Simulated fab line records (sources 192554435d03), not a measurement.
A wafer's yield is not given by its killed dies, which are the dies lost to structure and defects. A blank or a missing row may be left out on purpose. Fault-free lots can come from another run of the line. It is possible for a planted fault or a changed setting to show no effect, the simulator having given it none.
fab line records ; flow n5-finfet
[record] lots = 10; wafers = 30; last-day = 19
route steps=1938 shown BEOL_M4@1104 BEOL_M5@1112 PASSIVATION@1936
lots that met no fault: from a run of the same line without faults
start-h: hours from the record's opening day to when the first of the lot's shown wafers began ; wait-h: hours since the lot's step before ; " unchanged from the row above ; L1.1+2: one row covering several wafers at once ; - no value, or no start given ; * or withheld: withheld ; < > ~ a bound
route shown NAME@n: NAME is a module with steps in the file, n the number in the route of the first one ; usual: average and standard deviation across the fault-free wafers ; same: alike in all rows ; chamber/n: place in a boat ; sites: the reading at each site ; _std_site: the values' standard deviation ; _edge_site: outer sites' mean less inner sites' ; radius-mm: how far each site lies from the wafer's centre ; mask NAME#n: copy n ; behind: the tool/chamber that last shaped the wafer ; hold: why the lot went on hold/how many hours it stayed there/how the hold came to an end ; device: which transistor (n, p or np) failed to switch ; end of line: the tests these same wafers got at the end of their route ; a step given without rows: its recipe and nothing more ; killed: count of dies lost to structure and defects at first sort (not the wafer's yield) ; map: a wafer's dies, marking killed ones x, the rest . and places with no die _
set.NAME: the setting that was run; set.NAME@STEP: the one run at that earlier step ; model.NAME: the simulator's own value behind a step, which no gauge read
the route's steps for a sample of lots (tables are steps, rows are wafers)
services: a tool's chamber out of use, with start hour (start-h, from the record's first day; less than 0 if before it), hours out, and reason
[[steps]]
[step N5_BEOL_M4_THK_MEAS_53]
[recipe] thk-meas-gauge = xrf; reads = Cu_of_BEOL_M4_ECD_50
[usual] M4_THK = 40.3/1.5
lot.wafer;tool;chamber;start-h;wait-h;M4_THK[nm]
L102.1;film-metro-02;-;208.66;-;40.3
L102.3;film-metro-02;-;208.66;-;41.2
L102.6;film-metro-02;-;208.66;-;42.0
L103.2;film-metro-01;-;210.82;-;37.4
L103.3;film-metro-01;-;210.82;-;39.5
L103.5;film-metro-01;-;210.82;-;40.4
L104.2;film-metro-02;-;217.02;-;40.3
L104.4;film-metro-02;-;217.02;-;41.2
L104.6;film-metro-02;-;217.02;-;41.5
L105.1;film-metro-01;-;228.85;-;40.2
L105.4;film-metro-01;-;228.85;-;42.5
L105.6;film-metro-01;-;228.85;-;41.4
L106.1;film-metro-01;-;231.79;-;43.4
L106.2;film-metro-01;-;231.79;-;40.8
L106.4;film-metro-01;-;231.79;-;39.3
L109.1;film-metro-01;-;244.55;-;40.2
L109.4;film-metro-01;-;244.55;-;42.9
L109.6;film-metro-01;-;244.55;-;40.1
L111.2;film-metro-01;-;273.29;-;37.1
L111.4;film-metro-01;-;273.29;-;41.6
L111.5;film-metro-01;-;273.29;-;40.2
L122.1;film-metro-01;-;321.32;-;39.3
L122.3;film-metro-01;-;321.32;-;39.0
L122.4;film-metro-01;-;321.32;-;40.6
L123.1;film-metro-02;-;324.74;-;40.8
L123.3;film-metro-02;-;324.74;-;41.1
L123.4;film-metro-02;-;324.74;-;41.8
L124.1;film-metro-02;-;342.51;-;41.3
L124.3;film-metro-02;-;342.51;-;40.0
L124.6;film-metro-02;-;342.51;-;40.8
[step N5_BEOL_M5_ILD_DEP_00]
[recipe] material = SiCOH_lowk; target-thk-a = 1406.4; temp-c = 300; precursor = DEMS/porogen; pressure-torr = 5; rf-w = 500; time-s = 25.9
[usual] heater-power-w = 290/36; showerhead-plenum-p-Torr = 5.741/0.015; throttle-valve-pct = 13.9/1
lot.wafer;tool;chamber;start-h;wait-h;heater-power-w;showerhead-plenum-p-Torr;throttle-valve-pct
L102.1;pecvd-03;0;209.94;0.8;323;5.753;15.9
L102.3;pecvd-03;2;209.94;0.8;234;5.758;12.8
L102.6;pecvd-03;0;209.94;0.8;320;5.743;15.8
L103.2;pecvd-01;1;212.11;0.7;238;5.732;13.1
L103.3;pecvd-01;0;212.11;0.7;265;5.766;13.5
L103.5;pecvd-01;1;212.11;0.7;251;5.735;12.9
L104.2;pecvd-04;2;218.30;0.7;335;5.706;13.0
L104.4;pecvd-04;2;218.30;0.7;253;5.702;13.2
L104.6;pecvd-04;0;218.30;0.7;364;5.741;14.0
L105.1;pecvd-03;2;230.12;0.8;298;5.741;13.0
L105.4;pecvd-03;2;230.12;0.8;298;5.724;13.0
L105.6;pecvd-03;0;230.12;0.8;356;5.761;15.7
L106.1;pecvd-01;0;233.06;0.8;267;5.754;13.6
L106.2;pecvd-01;2;233.06;0.8;290;5.760;12.3
L106.4;pecvd-01;2;233.06;0.8;292;5.730;12.1
L109.1;pecvd-01;0;245.82;0.8;272;5.739;13.0
L109.4;pecvd-01;2;245.82;0.8;277;5.756;12.5
L109.6;pecvd-01;1;245.82;0.8;277;5.733;12.9
L111.2;pecvd-04;0;274.56;0.7;355;5.748;14.1
L111.4;pecvd-04;0;274.56;0.7;358;5.730;13.8
L111.5;pecvd-04;1;274.56;0.7;300;5.748;14.4
L122.1;pecvd-04;0;322.60;0.8;356;5.727;14.2
L122.3;pecvd-04;1;322.60;0.8;296;5.745;14.4
L122.4;pecvd-04;2;322.60;0.8;295;5.696;13.3
L123.1;pecvd-01;2;326.01;0.8;251;5.743;12.6
L123.3;pecvd-01;1;326.01;0.8;273;5.722;13.3
L123.4;pecvd-01;1;326.01;0.8;280;5.730;12.9
L124.1;pecvd-04;2;343.84;0.8;286;5.714;13.4
L124.3;pecvd-04;0;343.84;0.8;332;5.733;14.1
L124.6;pecvd-04;2;343.84;0.8;287;5.722;13.2
[step N5_BEOL_M5_ETCH_72]
[recipe] chemistry = N2/H2; target = underlayer; target-depth-a = 65; mask-material = CAR-EUV; time-s = 5.2; ion-energy-ev = 200; pressure-mtorr = 30; source-w = 840; bias-w = 150; n2-flow-sccm = 200; h2-flow-sccm = 200; ends = cleared
[usual] bias-w = 150.0/0.45; drypump-motor-current-A = 5.9/0.58; etch-rf-on-time-s = 5.23/0.16; oes-product-au = 0.66/0.061; rf-vpp-V = 523.3/2.5; showerhead-plenum-p-Torr = 2.52/0.081; throttle-valve-pct = 17.93/0.22
lot.wafer;tool;chamber;start-h;wait-h;bias-w;drypump-motor-current-A;etch-rf-on-time-s;oes-product-au;rf-hours-counter-h;rf-vpp-V;showerhead-plenum-p-Torr;throttle-valve-pct
L102.1;rie-diel-02;3;212.69;0.0;149.7;6.8;5.23;0.69;101;521.2;2.47;18.38
L102.3;rie-diel-02;2;212.69;0.0;149.2;6.5;5.47;0.68;82;520.8;2.47;17.71
L102.6;rie-diel-02;0;212.69;0.0;150.2;5.4;5.31;0.72;-;524.7;2.58;17.72
L103.2;rie-diel-04;0;213.62;0.0;150.0;6.0;5.10;0.78;41;524.1;2.48;17.72
L103.3;rie-diel-04;1;213.62;0.0;149.9;5.1;5.01;0.75;49;522.6;2.57;17.90
L103.5;rie-diel-04;1;213.62;0.0;150.6;5.1;5.01;0.75;-;529.2;2.57;17.88
L104.2;rie-diel-06;1;223.56;0.0;150.2;6.1;5.29;0.60;207;525.5;2.63;18.26
L104.4;rie-diel-06;3;223.56;0.0;149.3;4.9;5.41;0.62;166;522.7;2.54;17.96
L104.6;rie-diel-06;3;223.56;0.0;149.8;4.9;5.48;0.62;-;523.7;2.54;17.95
L105.1;rie-diel-04;3;232.57;0.0;149.9;5.6;5.20;0.65;140;520.8;2.43;17.95
L105.4;rie-diel-04;3;232.57;0.0;149.2;5.6;5.15;0.66;-;520.5;2.43;17.99
L105.6;rie-diel-04;2;232.57;0.0;149.8;5.2;5.47;0.58;-;520.2;2.40;17.73
L106.1;rie-diel-06;3;236.63;0.0;149.8;4.9;5.49;0.62;170;522.1;2.54;17.97
L106.2;rie-diel-06;2;236.63;0.0;150.1;5.8;5.18;0.65;153;520.3;2.44;18.02
L106.4;rie-diel-06;0;236.63;0.0;150.0;6.5;5.01;0.76;30;523.2;2.59;17.77
L109.1;rie-diel-02;2;248.03;0.0;150.5;6.5;5.54;0.66;93;519.5;2.46;17.74
L109.4;rie-diel-02;0;248.03;0.0;150.4;5.4;5.28;0.72;72;524.6;2.58;17.75
L109.6;rie-diel-02;1;248.03;0.0;150.2;6.4;5.09;0.63;-;526.4;2.65;17.69
L111.2;rie-diel-04;2;276.51;0.0;150.6;5.2;5.53;0.58;225;518.0;2.39;17.74
L111.4;rie-diel-04;3;276.51;0.0;150.7;5.6;5.15;0.64;153;520.3;2.43;17.98
L111.5;rie-diel-04;0;276.51;0.0;150.5;6.0;5.16;0.75;-;521.2;2.47;17.72
L122.1;rie-diel-04;3;325.31;0.0;134.3;5.6;5.42;0.63;165;485.6;2.42;17.97
L122.3;rie-diel-04;2;325.31;0.0;149.3;5.2;5.41;0.57;241;521.2;2.39;17.79
L122.4;rie-diel-04;1;325.31;0.0;149.9;5.1;5.01;0.71;82;523.1;2.56;17.93
L123.1;rie-diel-06;2;327.28;0.0;150.0;5.7;5.11;0.63;180;520.9;2.43;18.07
L123.3;rie-diel-06;0;327.28;0.0;148.9;6.5;5.07;0.71;57;524.5;2.58;17.82
L123.4;rie-diel-06;1;327.28;0.0;149.9;6.0;5.39;0.58;238;526.0;2.62;18.30
L124.1;rie-diel-02;0;347.33;0.0;149.6;5.4;5.29;0.68;105;524.9;2.57;17.84
L124.3;rie-diel-02;1;347.33;0.0;149.5;6.4;5.07;0.61;211;526.4;2.64;17.75
L124.6;rie-diel-02;1;347.33;0.0;149.2;6.4;5.14;0.61;-;526.9;2.64;17.74
[step N5_BEOL_M5_ETCH_62]
[recipe] chemistry = N2/H2; target = SOC; target-depth-a = 750; overetch-a = 150; mask-material = SiARC; temp-c = 40; time-s = 112.5; ion-energy-ev = 200; pressure-mtorr = 30; source-w = 840; bias-w = 150; n2-flow-sccm = 200; h2-flow-sccm = 200
[usual] bias-w = 150.0/0.47; drypump-motor-current-A = 5.9/0.58; oes-product-au = 0.62/0.05; rf-vpp-V = 523.2/2.3; showerhead-plenum-p-Torr = 2.52/0.081; throttle-valve-pct = 17.89/0.22
lot.wafer;tool;chamber;start-h;wait-h;bias-w;drypump-motor-current-A;oes-product-au;rf-hours-counter-h;rf-vpp-V;showerhead-plenum-p-Torr;throttle-valve-pct
L102.1;rie-diel-02;3;212.73;0.0;150.1;6.8;0.64;101;521.8;2.48;18.34
L102.3;rie-diel-02;2;212.73;0.0;149.5;6.5;0.64;82;522.1;2.47;17.68
L102.6;rie-diel-02;0;212.73;0.0;150.6;5.4;0.68;-;524.3;2.58;17.70
L103.2;rie-diel-04;0;213.67;0.0;149.4;6.0;0.72;41;522.6;2.48;17.65
L103.3;rie-diel-04;1;213.67;0.0;149.7;5.2;0.67;49;524.9;2.57;17.83
L103.5;rie-diel-04;1;213.67;0.0;149.3;5.1;0.68;-;525.9;2.57;17.82
L104.2;rie-diel-06;1;223.61;0.0;150.3;6.0;0.56;207;524.8;2.63;18.22
L104.4;rie-diel-06;3;223.61;0.0;150.3;5.0;0.59;166;523.8;2.54;17.91
L104.6;rie-diel-06;3;223.61;0.0;149.6;5.0;0.58;-;522.2;2.54;17.92
L105.1;rie-diel-04;3;232.62;0.0;150.0;5.6;0.61;140;519.6;2.43;17.92
L105.4;rie-diel-04;3;232.62;0.0;150.3;5.6;0.61;-;520.6;2.43;17.92
L105.6;rie-diel-04;2;232.62;0.0;150.2;5.2;0.55;-;521.2;2.40;17.70
L106.1;rie-diel-06;3;236.68;0.0;150.0;4.9;0.58;170;522.1;2.54;17.92
L106.2;rie-diel-06;2;236.68;0.0;150.6;5.7;0.60;153;520.0;2.44;17.98
L106.4;rie-diel-06;0;236.68;0.0;150.1;6.5;0.69;30;525.8;2.59;17.73
L109.1;rie-diel-02;2;248.08;0.0;150.7;6.5;0.64;93;522.9;2.46;17.69
L109.4;rie-diel-02;0;248.08;0.0;150.0;5.4;0.68;72;526.3;2.58;17.72
L109.6;rie-diel-02;1;248.08;0.0;149.4;6.4;0.58;-;526.4;2.65;17.67
L111.2;rie-diel-04;2;276.56;0.0;149.7;5.2;0.54;225;520.2;2.39;17.73
L111.4;rie-diel-04;3;276.56;0.0;149.7;5.6;0.60;153;521.8;2.43;17.96
L111.5;rie-diel-04;0;276.56;0.0;150.3;6.0;0.69;-;520.8;2.47;17.69
L122.1;rie-diel-04;3;325.36;0.0;150.1;5.6;0.60;165;519.9;2.42;17.97
L122.3;rie-diel-04;2;325.36;0.0;149.7;5.2;0.54;241;520.3;2.39;17.75
L122.4;rie-diel-04;1;325.36;0.0;149.8;5.1;0.65;82;523.6;2.56;17.87
L123.1;rie-diel-06;2;327.33;0.0;150.1;5.7;0.59;180;521.4;2.43;18.03
L123.3;rie-diel-06;0;327.33;0.0;149.1;6.5;0.66;57;524.0;2.58;17.77
L123.4;rie-diel-06;1;327.33;0.0;149.2;6.0;0.55;238;526.0;2.62;18.27
L124.1;rie-diel-02;0;347.37;0.0;151.1;5.4;0.64;105;523.0;2.57;17.77
L124.3;rie-diel-02;1;347.37;0.0;150.4;6.4;0.56;211;527.4;2.64;17.69
L124.6;rie-diel-02;1;347.37;0.0;150.5;6.4;0.56;-;526.1;2.64;17.73
[step N5_PASSIVATION_PROBE_49]
[usual] defect-limited-yield = 91.0/1.4; killed_at_M0_to_M3 = 33/11; killed_at_M4_up = 14/5; killed-at-contacts = 11/7.3; killed-at-front-end = 43/12; killed-at-other = 4/3.1; killed-dies = 106/17; killed-open = 69/13; killed-short = 34/8.7; sort_bin_5_function = 5.2/0.96; sort_bin_6_memory = 3.3/0.66; sort-n-pass = 1074/17; sort-yield-pct = 91.0/1.4
[same] gross-dies = 1180; killed-at-back-side = 0; sort_bin_4_leakage[%] = 0; sort_bin_8_speed[%] = 0
lot.wafer;tool;chamber;start-h;wait-h;defect-limited-yield[%];killed_at_M0_to_M3;killed_at_M4_up;killed-at-contacts;killed-at-front-end;killed-at-other;killed-dies;killed-open;killed-short;sort_bin_5_function[%];sort_bin_6_memory[%];sort-n-pass;sort-yield-pct[%]
L102.1;prober-02;-;318.22;0.0;92.1;22;24;8;38;1;93;72;21;4.5;3.1;1087;92.1
L102.3;prober-02;-;318.32;0.1;90.7;36;17;5;52;0;110;80;29;5.3;3.6;1070;90.7
L102.6;prober-02;-;318.47;0.3;91.4;35;14;7;43;3;102;69;32;5.0;3.6;1078;91.4
L103.2;prober-01;-;321.58;0.1;89.7;46;19;15;38;4;122;82;37;6.0;3.8;1058;89.7
L103.3;prober-01;-;321.63;0.1;91.5;33;20;14;30;3;100;52;46;5.0;3.3;1080;91.5
L103.5;prober-01;-;321.73;0.2;90.6;32;11;14;45;9;111;73;37;5.8;3.2;1069;90.6
L111.2;prober-02;-;377.75;0.1;88.8;63;10;12;43;4;132;86;38;5.7;4.6;1048;88.8
L111.4;prober-02;-;377.85;0.2;87.2;84;9;16;36;6;151;91;60;7.3;4.9;1029;87.2
L111.5;prober-02;-;377.90;0.2;88.5;53;15;8;57;3;136;99;35;7.2;4.0;1044;88.5
L122.1;prober-02;-;430.29;0.0;92.5;27;17;8;33;3;88;61;24;4.2;2.9;1092;92.5
L122.3;prober-02;-;430.39;0.1;90.6;48;21;1;40;1;111;60;43;4.4;3.6;1069;90.6
L122.4;prober-02;-;430.44;0.2;91.6;18;17;13;42;9;99;60;38;4.2;3.9;1081;91.6
L123.1;prober-02;-;438.49;0.0;93.8;25;9;7;29;3;73;49;22;3.1;2.9;1107;93.8
L123.3;prober-02;-;438.59;0.1;93.2;25;12;7;32;4;80;54;26;4.2;2.4;1100;93.2
L123.4;prober-02;-;438.64;0.2;92.1;38;12;7;33;3;93;69;23;4.7;3.2;1087;92.1
L124.1;prober-01;-;450.79;0.0;90.6;24;26;17;40;4;111;72;36;5.6;3.6;1069;90.6
L124.3;prober-01;-;450.89;0.1;91.4;28;22;6;38;7;101;62;28;5.4;2.3;1079;91.4
L124.6;prober-01;-;451.04;0.3;88.5;35;24;17;57;3;136;83;51;7.9;2.8;1044;88.5
// killed by level:class
L102.1 BEOL_M4:geometric-particle:open=12 BEOL_M1:geometric-particle:open=7 BEOL_M3:geometric-particle:open=6 GATE_CUT:geometric-particle:short=6 GATE_CUT:geometric-particle:open=6 MOL_CONTACT_COAG:geometric-particle:open=6 STI_FIN_REVEAL:geometric-particle:open=5 BEOL_M2:geometric-particle:open=5
L102.3 STI_FIN_REVEAL:geometric-particle:open=26 BEOL_M0_SAQP:geometric-particle:short=10 BEOL_M1:geometric-particle:open=10 DUMMY_GATE:geometric-particle:open=9 BEOL_M4:geometric-particle:open=7 BEOL_M2:geometric-particle:open=6 MOL_CONTACT_COAG:geometric-particle:open=5 STARTING-WAFER:geometric-particle:short=5
L102.6 STI_FIN_REVEAL:geometric-particle:open=12 BEOL_M2:geometric-particle:open=9 FIN_SAQP:geometric-particle:short=7 GATE_CUT:geometric-particle:short=7 MOL_CONTACT_COAG:geometric-particle:open=7 BEOL_M1:geometric-particle:open=7 BEOL_M3:geometric-particle:open=5 GATE_CUT:geometric-particle:open=4
L103.2 MOL_CONTACT_COAG:geometric-particle:open=13 BEOL_M4:geometric-particle:open=12 BEOL_M2:geometric-particle:open=10 BEOL_M0_SAQP:geometric-particle:open=8 GATE_CUT:geometric-particle:short=7 BEOL_M0_SAQP:geometric-particle:short=7 FIN_SAQP:geometric-particle:open=6 BEOL_M3:geometric-particle:open=6
L103.3 BEOL_M4:geometric-particle:open=12 FIN_SAQP:geometric-particle:short=9 MOL_CONTACT_COAG:geometric-particle:open=9 BEOL_M0_SAQP:geometric-particle:short=8 FIN_SAQP:geometric-particle:open=6 BEOL_M0_SAQP:geometric-particle:open=6 BEOL_M0:geometric-particle:short=5 STARTING-WAFER:geometric-particle:short=5
L103.5 STI_FIN_REVEAL:geometric-particle:open=13 MOL_CONTACT_COAG:geometric-particle:open=9 BEOL_M0_SAQP:geometric-particle:open=6 BEOL_M0_SAQP:geometric-particle:short=6 DUMMY_GATE:geometric-particle:open=5 GATE_CUT:geometric-particle:open=5 STARTING-WAFER:geometric-particle:open=5 FIN_SAQP:geometric-particle:short=4
L111.2 BEOL_M0_SAQP:geometric-particle:open=17 BEOL_M0_SAQP:geometric-particle:short=17 BEOL_M2:geometric-particle:open=14 MOL_CONTACT_COAG:geometric-particle:open=12 DUMMY_GATE:geometric-particle:open=10 HKMG_FIN:area-etch=7 STI_FIN_REVEAL:geometric-particle:open=6 GATE_CUT:geometric-particle:open=6
L111.4 BEOL_M0_SAQP:geometric-particle:short=32 BEOL_M0_SAQP:geometric-particle:open=28 MOL_CONTACT_COAG:geometric-particle:open=13 STI_FIN_REVEAL:geometric-particle:open=8 DUMMY_GATE:geometric-particle:open=8 BEOL_M2:geometric-particle:open=8 BEOL_M1:geometric-particle:open=5 BEOL_M4:geometric-particle:open=5
L111.5 STI_FIN_REVEAL:geometric-particle:open=28 BEOL_M2:geometric-particle:open=14 BEOL_M0_SAQP:geometric-particle:open=11 BEOL_M0_SAQP:geometric-particle:short=9 STI_FIN_REVEAL:geometric-particle:short=7 DUMMY_GATE:geometric-particle:open=7 MOL_CONTACT_COAG:geometric-particle:open=7 BEOL_M3:geometric-particle:open=7
L122.1 BEOL_M4:geometric-particle:open=9 BEOL_M2:geometric-particle:open=8 STI_FIN_REVEAL:geometric-particle:open=6 DUMMY_GATE:geometric-particle:open=6 BEOL_M3:geometric-particle:open=6 MOL_CONTACT_COAG:geometric-particle:open=6 FIN_SAQP:geometric-particle:short=4 FIN_SAQP:geometric-particle:open=3
L122.3 BEOL_M0_SAQP:geometric-particle:short=17 BEOL_M2:geometric-particle:open=14 DUMMY_GATE:geometric-particle:open=10 FIN_SAQP:geometric-particle:short=8 BEOL_M4:geometric-particle:open=8 BEOL_M0_SAQP:geometric-particle:open=7 FIN_SAQP:geometric-particle:open=5 HKMG_FIN:area-etch=5
L122.4 FIN_SAQP:geometric-particle:short=13 MOL_CONTACT_COAG:geometric-particle:open=11 BEOL_M4:geometric-particle:open=9 STI_FIN_REVEAL:geometric-particle:open=8 GATE_CUT:geometric-particle:short=6 STARTING-WAFER:geometric-particle:open=4 BEOL_M3:geometric-particle:open=4 BEOL_M4:geometric-particle:short=4
L123.1 BEOL_M0_SAQP:geometric-particle:open=6 BEOL_M2:geometric-particle:open=6 DUMMY_GATE:geometric-particle:open=5 BEOL_M0_SAQP:geometric-particle:short=5 BEOL_M3:geometric-particle:open=5 MOL_CONTACT_COAG:geometric-particle:open=4 STARTING-WAFER:geometric-particle:open=4 FIN_SAQP:geometric-particle:short=3
L123.3 BEOL_M4:geometric-particle:open=8 STI_FIN_REVEAL:geometric-particle:open=6 BEOL_M3:geometric-particle:open=6 FIN_SAQP:geometric-particle:short=5 DUMMY_GATE:geometric-particle:open=5 MOL_CONTACT_COAG:geometric-particle:open=5 BEOL_M0_SAQP:geometric-particle:open=5 BEOL_M1:geometric-particle:open=5
L123.4 BEOL_M2:geometric-particle:open=10 BEOL_M4:geometric-particle:open=8 BEOL_M0_SAQP:geometric-particle:short=8 STI_FIN_REVEAL:geometric-particle:open=7 BEOL_M0_SAQP:geometric-particle:open=7 FIN_SAQP:geometric-particle:open=6 MOL_CONTACT_COAG:geometric-particle:open=6 DUMMY_GATE:geometric-particle:open=5
L124.1 MOL_CONTACT_COAG:geometric-particle:open=16 FIN_SAQP:geometric-particle:short=9 BEOL_M4:geometric-particle:open=8 BEOL_M5:geometric-particle:open=7 FIN_SAQP:geometric-particle:open=5 STI_FIN_REVEAL:geometric-particle:open=5 BEOL_M0_SAQP:geometric-particle:open=5 BEOL_M0_SAQP:geometric-particle:short=5
L124.3 BEOL_M2:geometric-particle:open=8 BEOL_M5:geometric-particle:open=8 HKMG_FIN:area-etch=8 BEOL_M0_SAQP:geometric-particle:open=7 STI_FIN_REVEAL:geometric-particle:open=6 BEOL_M0_SAQP:geometric-particle:short=5 BEOL_M4:geometric-particle:open=5 FIN_SAQP:geometric-particle:short=4
L124.6 BEOL_M2:geometric-particle:open=10 FIN_SAQP:geometric-particle:open=9 MOL_CONTACT_COAG:geometric-particle:short=9 FIN_SAQP:geometric-particle:short=8 MOL_CONTACT_COAG:geometric-particle:open=8 BEOL_M0_SAQP:geometric-particle:open=8 BEOL_M5:geometric-particle:open=8 BEOL_M4:geometric-particle:open=7
[[services]]
tool;chamber;start-h;hours;kind
rie-diel-02;2;188.45;8.4;repair
pecvd-03;0;192.22;5.5;scheduled-down
rie-diel-06;1;198.28;9.6;repair
pecvd-01;2;202.38;-;clean
pecvd-01;2;202.38;-;consumable-replace:showerhead
pecvd-01;2;202.38;29.0;scheduled-down
pecvd-01;2;202.38;29.0;vent-cycle
rie-diel-04;-;216.50;0.6;repair
rie-diel-02;1;227.08;8.1;repair
rie-diel-04;1;232.09;5.6;repair
pecvd-04;2;258.08;2.1;scheduled-down
pecvd-01;1;292.97;3.6;repair
pecvd-04;0;292.97;2.1;scheduled-down
rie-diel-06;3;296.14;2.1;repair
pecvd-01;-;297.04;28.1;pm
pecvd-03;-;331.36;0.6;repair
rie-diel-02;2;333.65;4.7;repair
pecvd-03;2;335.42;2.1;scheduled-down
pecvd-01;1;343.82;5.5;scheduled-down
[[key]]
[first-sign] step = N5_BEOL_M5_ETCH_72; reading = bias-w; direction = down; sigmas = 35; usual = *; struck = *
[effect] step = N5_BEOL_M5_ETCH_72; reading = rf-vpp-V; direction = down; sigmas = 15; usual = 523.3; struck = 485.6
met-at N5_BEOL_M5_ETCH_72
struck-lots L122
struck-wafers L122.1
not-acting-at N5_BEOL_M4_THK_MEAS_53,N5_BEOL_M5_ILD_DEP_00,N5_BEOL_M5_ETCH_62
onset-between 276.51 325.31
[fault] kind = process-parameter-drift; tool = rie-diel-04; chamber = 3; onset-h = 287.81; steps = N5_BEOL_M5_ETCH_72; channel = bias-w; offset = *; shape = step; end-h = 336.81; acts-in = *; stated = *
